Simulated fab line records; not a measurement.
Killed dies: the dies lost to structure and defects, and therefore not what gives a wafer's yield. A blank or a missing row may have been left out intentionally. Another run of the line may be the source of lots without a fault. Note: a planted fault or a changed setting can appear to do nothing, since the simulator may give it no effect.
Matching of chambers    flow n5 finfet    N5_BEOL_M7_ETCH_61 on rie diel-05: 4 sister chambers
The step etches SiARC in CF4, target depth 45.5 nm, time 75.8 s. 22 wafers are shown with their chamber, then 11 later ones without.

== WAFERS, EACH WITH ITS CHAMBER ==
wafer   chamber  drypump motor current A (A)  showerhead plenum p Torr (Torr)  etch rf on time s (s)
L076.3  1        5.7                          2.04                             80.7
L076.4  3        5.2                          2.14                             75.2
L076.5  0        6.0                          2.19                             75.2
L078.3  2        6.7                          2.12                             76.2
L078.4  3        5.2                          2.14                             75.8
L078.6  1        5.7                          2.04                             80.5
L079.1  3        5.2                          2.14                             75.0
L079.3  1        5.7                          2.04                             80.7
L079.4  2        6.8                          2.12                             76.7
L082.1  0        5.9                          2.19                             75.3
L082.2  3        5.2                          2.14                             75.9
L082.4  3        5.2                          2.14                             76.1
L083.1  0        6.0                          2.19                             75.7
L083.4  1        5.7                          2.04                             81.2
L083.5  3        5.2                          2.14                             75.8
L080.3  3        5.2                          2.13                             75.7
L080.4  1        5.7                          2.04                             80.8
L080.5  0        6.0                          2.19                             76.1
L084.4  3        5.2                          2.13                             75.4
L084.5  3        5.2                          2.13                             75.7
L084.6  2        6.7                          2.12                             74.9
L086.2  0        6.0                          2.18                             75.1

SIGNATURES (averages over the wafers above)
reading                   chamber 0  chamber 1  chamber 2  chamber 3  scatter within a chamber
drypump motor current A   5.980      5.700      6.733      5.200      0.0285
showerhead plenum p Torr  2.1880     2.0400     2.1200     2.1367     0.00394
etch rf on time s         75.480     80.780     75.933     75.622     0.452
Rule: for a wafer and a chamber, the distance is found by dividing, reading by reading, the gap between the wafer's reading and the chamber's mean by the reading's scatter, squaring, summing and taking the root. If the next closest chamber is less than 2 further off than the closest, the wafer can't be placed; otherwise it belongs to the closest. How the scatter is found: for the shown wafers, subtract from each reading the mean of its chamber, square and add these, divide the total by (wafers less chambers), then take the root.

== WAFERS WITH NO CHAMBER GIVEN ==
wafer   drypump motor current A (A)  showerhead plenum p Torr (Torr)  etch rf on time s (s)
L086.3  6.7                          2.12                             74.7
L086.4  5.7                          2.04                             81.6
L090.1  5.9                          2.18                             75.1
L090.2  5.7                          2.04                             81.0
L090.4  6.7                          2.12                             74.6
L092.1  5.2                          2.13                             75.3
L092.2  6.7                          2.11                             74.7
L092.3  5.9                          2.18                             75.1
L094.2  5.2                          2.13                             75.9
L094.3  5.9                          2.18                             75.0
L094.4  6.7                          2.11                             75.6

== EACH ONE'S CHAMBER ==
wafer   from the rows above  in truth
L086.3  2                    2
L086.4  1                    1
L090.1  0                    0
L090.2  1                    1
L090.4  2                    2
L092.1  3                    3
L092.2  2                    2
L092.3  0                    0
L094.2  3                    3
L094.3  0                    0
L094.4  2                    2
Correct placement for 11 of the 11. From these rows, 0 cannot be placed. Placed wrongly: 0.
